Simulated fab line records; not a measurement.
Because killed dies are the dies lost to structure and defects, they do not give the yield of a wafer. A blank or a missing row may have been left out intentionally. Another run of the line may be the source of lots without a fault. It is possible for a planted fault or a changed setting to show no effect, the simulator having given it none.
fab line records	flow nand_harc	part 1 of 2: steps 1 to 27 of 40
record lots=5	wafers=15	last_day=33
route steps=1302 shown THIN_TSV@1245
lots that met no fault: from a run of the same line without faults
start_h: the number of hours between the record's first day and the start of the first shown wafer of the lot	wait_h: how many hours have passed since the lot's step before this one	" unchanged from the row above	L1.1+2: several wafers, shown together as one row	- no value present, or no start provided	* or withheld: withheld	< > ~ a bound
route shown NAME@n: a module of which the file shows steps, and the number in the route of the first	usual: mean/standard deviation of fault-free wafers	same: alike in all rows	chamber/n: place in a boat	sites: the reading at each site	_std_site: standard deviation of those values	_edge_site: the outer-site mean with the inner-site mean subtracted	radius_mm: how far each site lies from the wafer's centre	mask NAME#n: copy n	behind: the most recent tool/chamber to have shaped the wafer	hold: cause of the lot's hold/its duration in hours/its outcome	device: transistor that didn't switch, given as n, p or np	end of line: tests of these same wafers at the route's end	where a step has no rows: the recipe by itself	killed: the dies lost at the first sort to structure and to defects; this is not the yield of the wafer	map: the dies of a wafer, with x for killed, . for not killed, _ for no die there
set.NAME: the setting as run; set.NAME@STEP: as run at that earlier step	model.NAME: the simulator's own value behind a step, which no gauge read
certain route steps with their lots: each step a table, each wafer a row
services: a tool's chamber out of use, with start hour (start_h, from the record's first day; less than 0 if before it), hours out, and reason
## steps
# step NHARC_THIN_TSV_CMP_01
# recipe target_thk_um=3
# usual edge_zone_pressure_frac=1.000/0.0045	motor_current_A=11.8/0.83	slurry_flow_ml_min=150.0/0.48
lot.wafer	tool	chamber	start_h	wait_h	edge_zone_pressure_frac	motor_current_A	slurry_flow_ml_min
L081.4	cmp-04	1	616.91	0.5	0.992	12.5	149.5
L081.1	"	2	"	"	1.006	11.6	150.1
L081.2	"	3	"	"	1.001	12.0	149.7
L083.1	cmp-04	1	636.54	1.1	0.999	12.0	150.6
L083.6	"	2	"	"	1.000	11.7	150.3
L083.5	"	3	"	"	1.005	12.1	150.5
L088.4	cmp-02	0	686.49	0.5	1.000	12.9	150.3
L088.6	"	2	"	"	0.999	12.9	150.0
L088.5	"	3	"	"	1.000	11.8	150.3
L094.4	cmp-01	3	764.60	0.4	0.999	13.2	150.4
L094.3	"	2	"	"	0.989	11.9	149.2
L094.6	"	0	"	"	1.003	10.8	148.7
L097.2	cmp-02	0	770.12	0.8	1.000	13.0	149.6
L097.1	"	2	"	"	0.997	12.3	149.1
L097.6	"	1	"	"	0.999	9.9	150.6
# step NHARC_THIN_TSV_THK_MEAS_02
# recipe thk_meas_gauge=ir
# usual thk_nm=3020/220
lot.wafer	tool	chamber	start_h	wait_h	thk_nm
L081.1	film_metro-02	-	617.14	-	3273
L081.2	"	-	"	"	3186
L081.4	"	-	"	"	3379
L083.1	film_metro-02	-	636.73	0.2	3006
L083.5	"	-	"	"	3243
L083.6	"	-	"	"	2899
L088.4	film_metro-02	-	686.71	0.2	3185
L088.5	"	-	"	"	2931
L088.6	"	-	"	"	3084
L094.3	film_metro-01	-	764.86	-	3249
L094.4	"	-	"	"	3014
L094.6	"	-	"	"	3189
L097.1	film_metro-01	-	770.38	-	2800
L097.2	"	-	"	"	2704
L097.6	"	-	"	"	2720
# step NHARC_THIN_TSV_SRD_03
lot.wafer	tool	chamber	start_h	wait_h
L081.4+1+2	wet_bench-10	5,7,0	617.19	0.0
L083.5+1+6	wet_bench-08	5,7,1	636.77	0.0
L088.5+6+4	wet_bench-10	7,0,1	686.76	0.0
L094.4+3+6	wet_bench-08	5,7,2	764.90	0.0
L097.6+1+2	wet_bench-08	6,0,1	770.42	0.0
# step NHARC_THIN_TSV_PRECLEAN_41
# recipe time_s=*	temp_c=50	bath_age_min=0	chemistry=SC1
# usual bath_guard_temp_C=50.0/0.47
lot.wafer	tool	chamber	start_h	wait_h	bath_guard_temp_C
L081.4	wet_bench-10	5	617.21	0.0	50.6
L081.1	"	7	"	"	49.3
L081.2	"	0	"	"	49.0
L083.5	wet_bench-08	5	636.82	0.0	50.5
L083.1	"	7	"	"	49.7
L083.6	"	1	"	"	50.5
L088.5	wet_bench-10	7	686.78	0.0	48.9
L088.6	"	0	"	"	49.1
L088.4	"	1	"	"	49.0
L094.4	wet_bench-08	5	764.95	0.0	50.3
L094.3	"	7	"	"	50.0
L094.6	"	2	"	"	50.1
L097.6	wet_bench-08	6	770.45	0.0	49.8
L097.1	"	0	"	"	49.9
L097.2	"	1	"	"	50.3
# step NHARC_THIN_TSV_SRD_42
lot.wafer	tool	chamber	start_h	wait_h
L081.4+1+2	wet_bench-10	5,7,0	-	-
L083.5+1+6	wet_bench-08	5,7,1	-	-
L088.5+6+4	wet_bench-10	7,0,1	-	-
L094.4+3+6	wet_bench-08	5,7,2	-	-
L097.6+1+2	wet_bench-08	6,0,1	-	-
# step NHARC_THIN_TSV_DEP_43
# recipe target_thk_a=13285	temp_c=withheld	pressure_torr=6.5	rf_w=900	teos_flow_sccm=161.4	flow_sccm=2650	target_thk_nm=1328.5	gas=O2	material=SiO2
# usual throttle_valve_pct=15.9/0.61
lot.wafer	tool	chamber	start_h	wait_h	throttle_valve_pct
L081.2	pecvd-02	0	617.36	-	16.0
L081.1	"	1	"	"	16.8
L081.4	"	1	"	"	16.6
L083.1	pecvd-01	0	636.98	-	16.8
L083.6	"	0	"	"	17.0
L083.5	"	2	"	"	15.9
L088.5	pecvd-04	1	687.44	-	15.8
L088.6	"	2	"	"	15.9
L088.4	"	0	"	"	15.1
L094.3	pecvd-01	2	765.21	-	15.7
L094.4	"	0	"	"	17.3
L094.6	"	1	"	"	15.5
L097.2	pecvd-04	1	770.65	-	16.2
L097.1	"	2	"	"	16.2
L097.6	"	1	"	"	16.1
# step NHARC_THIN_TSV_DEHYDRATE_04
# recipe temp_c=150	time_s=120
# usual heater_power_total_W=182.5/1.3
lot.wafer	tool	chamber	start_h	wait_h	heater_power_total_W
L081.1	litho_track-03	0	617.77	-	184.3
L081.2	"	0	"	"	182.8
L081.4	"	0	"	"	182.6
L083.1	litho_track-02	0	637.39	-	183.1
L083.5	"	0	"	"	184.0
L083.6	"	0	"	"	181.7
L088.4	litho_track-03	0	687.70	-	180.6
L088.5	"	0	"	"	183.9
L088.6	"	0	"	"	184.9
L094.3	litho_track-02	0	765.53	-	181.9
L094.4	"	0	"	"	181.4
L094.6	"	0	"	"	183.2
L097.1	litho_track-03	0	771.01	-	181.6
L097.2	"	0	"	"	184.4
L097.6	"	0	"	"	182.9
# step NHARC_THIN_TSV_HMDS_05
# recipe time_s=30
lot.wafer	tool	chamber	start_h	wait_h
L081.1+2+4	litho_track-03	0	-	-
L083.1+5+6	litho_track-02	0	-	-
L088.4+5+6	litho_track-03	0	-	-
L094.3+4+6	litho_track-02	0	-	-
L097.1+2+6	litho_track-03	0	-	-
# step NHARC_THIN_TSV_COAT_06
# recipe spin_rpm=*
lot.wafer	tool	chamber	start_h	wait_h
L081.1+2+4	litho_track-03	0	-	-
L083.1+5+6	litho_track-02	0	-	-
L088.4+5+6	litho_track-03	0	-	-
L094.3+4+6	litho_track-02	0	-	-
L097.1+2+6	litho_track-03	0	-	-
# step NHARC_THIN_TSV_SOFTBAKE_07
# recipe temp_c=122	time_s=95
# usual heater_power_total_W=160.1/0.45
lot.wafer	tool	chamber	start_h	wait_h	heater_power_total_W
L081.1	litho_track-03	0	-	-	160.7
L081.2	"	0	"	"	160.6
L081.4	"	0	"	"	160.4
L083.1	litho_track-02	0	-	-	160.1
L083.5	"	0	"	"	159.5
L083.6	"	0	"	"	159.7
L088.4	litho_track-03	0	-	-	159.2
L088.5	"	0	"	"	160.0
L088.6	"	0	"	"	160.6
L094.3	litho_track-02	0	-	-	160.5
L094.4	"	0	"	"	159.9
L094.6	"	0	"	"	160.5
L097.1	litho_track-03	0	-	-	159.9
L097.2	"	0	"	"	159.9
L097.6	"	0	"	"	160.0
# step NHARC_THIN_TSV_EBR_08
lot.wafer	tool	chamber	start_h	wait_h
L081.1+2+4	litho_track-03	0	-	-
L083.1+5+6	litho_track-02	0	-	-
L088.4+5+6	litho_track-03	0	-	-
L094.3+4+6	litho_track-02	0	-	-
L097.1+2+6	litho_track-03	0	-	-
# step NHARC_THIN_TSV_EXPOSE_09
# recipe na=0.55	dose_mj=30.7	mask_id=TSV
lot.wafer	tool	chamber	start_h	wait_h	mask
L081.1+2+4	krf_scanner-02	0	617.91	-	TSV#0
L083.1+5+6	krf_scanner-01	0	637.53	-	TSV#0
L088.4+5+6	krf_scanner-03	0	687.99	-	TSV#0
L094.3+4+6	krf_scanner-02	0	765.81	-	TSV#0
L097.1+2+6	krf_scanner-01	0	771.27	-	TSV#0
# step NHARC_THIN_TSV_PEB_10
# recipe peb_temp_c=118	peb_time_s=85
# usual heater_power_total_W=163.95/0.27
# same peb_time_s=85
lot.wafer	tool	chamber	start_h	wait_h	heater_power_total_W
L081.1	litho_track-03	0	617.98	0.1	164.31
L081.2	"	0	"	"	164.33
L081.4	"	0	"	"	163.64
L083.1	litho_track-02	0	637.60	0.1	164.18
L083.5	"	0	"	"	164.00
L083.6	"	0	"	"	164.39
L088.4	litho_track-07	0	688.04	0.0	164.40
L088.5	"	0	"	"	164.22
L088.6	"	0	"	"	163.66
L094.3	litho_track-02	0	765.86	0.1	163.78
L094.4	"	0	"	"	164.10
L094.6	"	0	"	"	163.72
L097.1	litho_track-07	0	771.34	0.1	164.07
L097.2	"	0	"	"	163.66
L097.6	"	0	"	"	164.04
# step NHARC_THIN_TSV_DEVELOP_11
# recipe time_s=70
lot.wafer	tool	chamber	start_h	wait_h
L081.1+2+4	litho_track-03	0	-	-
L083.1+5+6	litho_track-02	0	-	-
L088.4+5+6	litho_track-07	0	-	-
L094.3+4+6	litho_track-02	0	-	-
L097.1+2+6	litho_track-07	0	-	-
# step NHARC_THIN_TSV_CD_MEAS_12
# recipe target_cd_nm=1000	landing_energy_ev=500
# usual cd_nm=1000.5/1.6
lot.wafer	tool	chamber	start_h	wait_h	cd_nm
L081.1	cd_sem-02	0	618.07	-	1001.9
L081.2	"	0	"	"	1003.4
L081.4	"	0	"	"	1002.2
L083.1	cd_sem-03	0	637.69	-	1000.0
L083.5	"	0	"	"	1000.3
L083.6	"	0	"	"	1003.1
L088.4	cd_sem-01	0	688.13	-	1001.3
L088.5	"	0	"	"	999.4
L088.6	"	0	"	"	1001.0
L094.3	cd_sem-01	0	765.96	-	999.6
L094.4	"	0	"	"	999.2
L094.6	"	0	"	"	1003.2
L097.1	cd_sem-03	0	771.43	-	999.7
L097.2	"	0	"	"	1000.0
L097.6	"	0	"	"	998.5
# step NHARC_THIN_TSV_HARDBAKE_13
# recipe temp_c=125	time_s=80
# usual heater_power_total_W=184.0/0.7
lot.wafer	tool	chamber	start_h	wait_h	heater_power_total_W
L081.1	litho_track-07	0	618.15	-	183.8
L081.2	"	0	"	"	184.1
L081.4	"	0	"	"	183.9
L083.1	litho_track-02	0	637.77	-	183.6
L083.5	"	0	"	"	184.8
L083.6	"	0	"	"	184.5
L088.4	litho_track-03	0	688.22	-	183.8
L088.5	"	0	"	"	182.9
L088.6	"	0	"	"	183.8
L094.3	litho_track-02	0	766.04	-	184.8
L094.4	"	0	"	"	185.0
L094.6	"	0	"	"	184.1
L097.1	litho_track-03	0	771.51	-	184.8
L097.2	"	0	"	"	184.6
L097.6	"	0	"	"	183.3
# step NHARC_THIN_TSV_DESCUM_14
# recipe time_s=3	o2_flow_sccm=200	ar_flow_sccm=0	bias_power_w=0	chemistry=O2
# usual drypump_motor_current_A=5.7/0.43	oes_product_au=1.000/0.0092	rf_vpp_V=57.9/0.79	showerhead_plenum_p_Torr=1.94/0.065	throttle_valve_pct=11.310/0.0086
lot.wafer	tool	chamber	start_h	wait_h	drypump_motor_current_A	oes_product_au	rf_hours_counter_h	rf_vpp_V	showerhead_plenum_p_Torr	throttle_valve_pct
L081.1	rie_diel-05	1	618.23	-	6.3	0.995	1	58.3	1.94	11.307
L081.2	"	3	"	"	5.3	0.992	1	57.6	1.86	11.310
L081.4	"	0	"	"	5.4	1.008	-	57.5	1.87	11.311
L083.1	rie_diel-05	2	637.85	-	5.5	0.988	1	56.4	1.98	11.322
L083.6	"	2	"	"	5.5	0.995	-	57.4	1.98	11.304
L083.5	"	3	"	"	5.3	0.977	-	58.2	1.86	11.314
L088.4	rie_diel-01	0	688.31	-	6.0	0.999	7	57.7	1.91	11.301
L088.6	"	1	"	"	5.4	1.008	-	58.6	1.84	11.320
L088.5	"	2	"	"	5.3	0.986	-	57.5	1.91	11.319
L094.4	rie_diel-04	0	766.13	-	5.1	1.008	2	58.7	2.03	11.303
L094.3	"	1	"	"	6.2	1.001	2	59.1	2.00	11.322
L094.6	"	0	"	"	5.1	1.006	-	58.1	2.03	11.304
L097.2	rie_diel-04	0	771.61	-	5.1	1.003	3	59.9	2.03	11.305
L097.1	"	1	"	"	6.2	0.997	2	57.6	2.00	11.294
L097.6	"	3	"	"	6.1	1.016	-	56.2	1.88	11.322
# step NHARC_THIN_TSV_ETCH_44
# recipe target_depth_a=15942	time_s=797.1	cf4_flow_sccm=150	o2_flow_sccm=10	ar_flow_sccm=0	rf_w=300	bias_w=800	chemistry=CF4/O2
# usual drypump_motor_current_A=5.7/0.43	oes_product_au=1.000/0.012	rf_vpp_V=795/3.8	showerhead_plenum_p_Torr=1.85/0.058	throttle_valve_pct=16.913/0.0086
lot.wafer	tool	chamber	start_h	wait_h	drypump_motor_current_A	oes_product_au	rf_hours_counter_h	rf_vpp_V	showerhead_plenum_p_Torr	throttle_valve_pct
L081.1	rie_diel-05	1	618.33	0.1	6.3	0.991	1	795	1.86	16.914
L081.2	"	3	"	"	5.3	0.989	1	792	1.79	16.912
L081.4	"	0	"	"	5.5	0.988	-	792	1.80	16.908
L083.1	rie_diel-05	0	637.99	0.1	5.4	0.987	2	791	1.80	16.905
L083.5	"	3	"	"	5.4	0.984	-	793	1.79	16.920
L083.6	"	0	"	"	5.5	0.992	-	792	1.80	16.886
L088.4	rie_diel-01	3	688.43	0.1	5.6	0.994	7	791	1.78	16.910
L088.6	"	2	"	"	5.3	0.986	-	795	1.83	16.908
L088.5	"	3	"	"	5.7	0.982	-	792	1.78	16.906
L094.3	rie_diel-04	2	766.20	0.1	5.4	1.008	2	800	1.93	16.923
L094.4	"	3	"	"	6.1	1.027	2	792	1.80	16.907
L094.6	"	2	"	"	5.4	1.015	-	801	1.93	16.919
L097.1	rie_diel-04	3	771.68	0.1	6.1	1.015	3	792	1.80	16.897
L097.2	"	0	"	"	5.1	1.003	3	799	1.94	16.913
L097.6	"	0	"	"	5.1	1.004	-	800	1.94	16.888
# step NHARC_THIN_TSV_ETCH_15
# recipe target_depth_a=30000	bosch_target_overetch_cycles=2	bosch_etch_step_s=2.8	bosch_dep_step_s=1.2	bosch_cycles=14
# usual drypump_motor_current_A=5.9/0.45
lot.wafer	tool	chamber	start_h	wait_h	drypump_motor_current_A	rf_hours_counter_h
L081.2	rie_si-03	1	619.02	-	6.7	0.1
L081.1	"	2	"	"	5.6	0.1
L081.4	"	0	"	"	5.5	0.1
L083.1	rie_si-03	0	638.54	-	5.5	0.3
L083.5	"	1	"	"	6.7	-
L083.6	"	0	"	"	5.5	-
L088.4	rie_si-01	2	688.98	-	6.2	1.0
L088.6	"	0	"	"	5.6	-
L088.5	"	1	"	"	5.9	-
L094.4	rie_si-03	2	766.78	-	5.6	0.1
L094.3	"	1	"	"	6.7	0.0
L094.6	"	2	"	"	5.6	-
L097.1	rie_si-01	1	772.25	-	5.9	0.2
L097.2	"	2	"	"	6.1	0.2
L097.6	"	2	"	"	6.2	-
# step NHARC_THIN_TSV_CD_MEAS_16
# usual cd_nm=1000.8/1.8
lot.wafer	tool	chamber	start_h	wait_h	cd_nm
L081.1	cd_sem-03	-	619.16	0.1	1002.1
L081.2	"	-	"	"	1003.8
L081.4	"	-	"	"	1002.7
L083.1	cd_sem-02	-	638.67	0.1	1001.5
L083.5	"	-	"	"	1001.4
L083.6	"	-	"	"	1003.7
L088.4	cd_sem-03	-	689.10	0.1	1000.6
L088.5	"	-	"	"	999.2
L088.6	"	-	"	"	1001.1
L094.3	cd_sem-01	-	766.92	0.1	1000.6
L094.4	"	-	"	"	999.4
L094.6	"	-	"	"	1002.5
L097.1	cd_sem-01	-	772.42	0.2	1000.4
L097.2	"	-	"	"	999.5
L097.6	"	-	"	"	998.2
# step NHARC_THIN_TSV_STRIP_45
# recipe power_w=1500	temp_c=250	chemistry=O2
# usual drypump_motor_current_A=5.8/0.43	heater_power_w=346/55
lot.wafer	tool	chamber	start_h	wait_h	drypump_motor_current_A	heater_power_w	rf_hours_counter_h
L081.1	plasma_asher-01	1	619.24	0.1	5.9	415	16
L081.2	"	0	"	"	6.4	342	16
L081.4	"	1	"	"	5.9	422	-
L083.1	plasma_asher-01	1	638.75	0.1	5.9	414	19
L083.6	"	1	"	"	5.9	403	-
L083.5	"	0	"	"	6.4	347	-
L088.4	plasma_asher-01	1	689.26	0.2	5.9	412	-
L088.6	"	1	"	"	5.9	420	-
L088.5	"	0	"	"	6.4	347	-
L094.4	plasma_asher-02	0	767.09	0.2	5.4	279	-
L094.3	"	1	"	"	5.4	309	-
L094.6	"	0	"	"	5.4	268	-
L097.2	plasma_asher-01	1	772.58	0.2	5.9	433	14
L097.1	"	0	"	"	6.4	341	14
L097.6	"	1	"	"	5.9	417	-
# step NHARC_THIN_TSV_STRIP_46
# recipe time_s=1200	temp_c=72.5	chemistry=post_etch_residue_remover
# usual bath_guard_temp_C=72.4/0.53
lot.wafer	tool	chamber	start_h	wait_h	bath_guard_temp_C
L081.2	wet_bench-10	6	619.58	0.3	71.8
L081.4	"	0	"	"	71.8
L081.1	"	3	"	"	72.2
L083.5	wet_bench-08	0	639.09	0.1	72.5
L083.1	"	1	"	"	73.0
L083.6	"	5	"	"	72.9
L088.5	wet_bench-10	4	689.55	0.1	73.2
L088.4	"	6	"	"	71.6
L088.6	"	7	"	"	71.8
L094.6	wet_bench-08	5	767.35	0.1	72.6
L094.4	"	7	"	"	72.7
L094.3	"	0	"	"	72.2
L097.2	wet_bench-08	2	772.96	0.3	72.6
L097.1	"	4	"	"	72.5
L097.6	"	5	"	"	72.7
# step NHARC_THIN_TSV_DEP_47
# recipe target_thk_a=2000	temp_c=withheld	pressure_torr=6.5	rf_w=900	teos_flow_sccm=161.4	flow_sccm=2650	target_thk_nm=200	gas=O2	material=SiO2
# usual throttle_valve_pct=15.9/0.56
lot.wafer	tool	chamber	start_h	wait_h	throttle_valve_pct
L081.1	pecvd-01	1	620.04	-	15.7
L081.2	"	0	"	"	16.6
L081.4	"	1	"	"	15.7
L083.1	pecvd-02	1	639.64	-	16.5
L083.6	"	0	"	"	15.8
L083.5	"	1	"	"	17.0
L088.4	pecvd-01	0	690.12	-	16.9
L088.6	"	1	"	"	15.4
L088.5	"	2	"	"	15.8
L094.3	pecvd-01	2	767.89	-	15.8
L094.6	"	0	"	"	17.0
L094.4	"	1	"	"	15.6
L097.2	pecvd-04	2	773.39	-	15.9
L097.1	"	1	"	"	16.1
L097.6	"	0	"	"	15.2
# step NHARC_THIN_TSV_ETCHBACK_48
# recipe target_depth_a=10285	over_etch_frac=0.3	time_s=405.17	ion_energy_ev=250	c4f8_flow_sccm=withheld	ar_flow_sccm=withheld	rf_w=600	bias_w=300	chemistry=C4F8/Ar
# usual oes_product_au=0.95/0.033	rf_vpp_V=547.5/2.6
lot.wafer	tool	chamber	start_h	wait_h	oes_product_au	rf_hours_counter_h	rf_vpp_V
L081.4	rie_diel-04	1	620.47	-	0.99	4	548.6
L081.1	"	2	"	"	0.93	5	552.0
L081.2	"	3	"	"	0.92	6	546.5
L083.1	rie_diel-04	2	639.99	-	0.93	6	551.3
L083.5	"	1	"	"	0.93	-	550.1
L083.6	"	2	"	"	0.93	-	552.3
L088.4	rie_diel-04	1	690.49	-	0.93	9	549.8
L088.5	"	2	"	"	0.92	-	551.5
L088.6	"	3	"	"	0.92	-	546.0
L094.3	rie_diel-04	1	768.20	-	0.93	2	549.9
L094.4	"	2	"	"	0.94	2	551.3
L094.6	"	1	"	"	0.92	-	549.1
L097.2	rie_diel-05	3	773.79	-	0.99	0	543.6
L097.1	"	1	"	"	1.00	1	547.9
L097.6	"	0	"	"	1.00	-	545.2
# step NHARC_THIN_TSV_STRIP_62
# recipe power_w=1500	temp_c=250	time_s=20	chemistry=N2/H2
# usual drypump_motor_current_A=5.9/0.42	heater_power_w=355/53
lot.wafer	tool	chamber	start_h	wait_h	drypump_motor_current_A	heater_power_w	rf_hours_counter_h
L081.1	plasma_asher-01	1	620.82	-	5.9	421	17
L081.2	"	0	"	"	6.4	350	17
L081.4	"	0	"	"	6.4	354	-
L083.1	plasma_asher-01	1	640.32	-	5.9	408	20
L083.5	"	1	"	"	5.9	418	-
L083.6	"	0	"	"	6.4	345	-
L088.4	plasma_asher-02	1	690.79	-	5.4	313	-
L088.5	"	1	"	"	5.4	317	-
L088.6	"	0	"	"	5.4	273	-
L094.3	plasma_asher-02	0	768.60	-	5.4	264	-
L094.4	"	1	"	"	5.4	321	-
L094.6	"	0	"	"	5.5	277	-
L097.1	plasma_asher-02	1	774.15	-	5.4	328	30
L097.2	"	0	"	"	5.4	277	30
L097.6	"	0	"	"	5.4	273	-
# step NHARC_THIN_TSV_DEGAS_49
# recipe temp_c=300	time_s=120
# usual heater_power_w=463/52
lot.wafer	tool	chamber	start_h	wait_h	heater_power_w
L081.1	pvd_sputter-01	-	621.00	0.2	476
L081.4	"	-	"	"	564
L081.2	"	-	"	"	470
L083.1	pvd_sputter-03	-	640.49	0.2	410
L083.5	"	-	"	"	399
L083.6	"	-	"	"	429
L088.4	pvd_sputter-02	-	690.92	0.1	408
L088.6	"	-	"	"	405
L088.5	"	-	"	"	409
L094.3	pvd_sputter-03	-	768.79	0.2	419
L094.4	"	-	"	"	509
L094.6	"	-	"	"	429
L097.1	pvd_sputter-01	-	774.34	0.2	478
L097.2	"	-	"	"	446
L097.6	"	-	"	"	505
# step NHARC_THIN_TSV_PRE_CLEAN_50
# recipe time_s=30	temp_c=280	gas=H2/He
# usual heater_power_w=407/45
lot.wafer	tool	chamber	start_h	wait_h	heater_power_w
L081.2	pvd_sputter-01	-	-	-	453
L081.4	"	-	"	"	432
L081.1	"	-	"	"	416
L083.1	pvd_sputter-03	-	-	-	436
L083.6	"	-	"	"	362
L083.5	"	-	"	"	435
L088.4	pvd_sputter-02	-	-	-	451
L088.5	"	-	"	"	468
L088.6	"	-	"	"	356
L094.4	pvd_sputter-03	-	-	-	384
L094.3	"	-	"	"	397
L094.6	"	-	"	"	444
L097.1	pvd_sputter-01	-	774.51	0.1	456
L097.2	"	-	"	"	383
L097.6	"	-	"	"	422
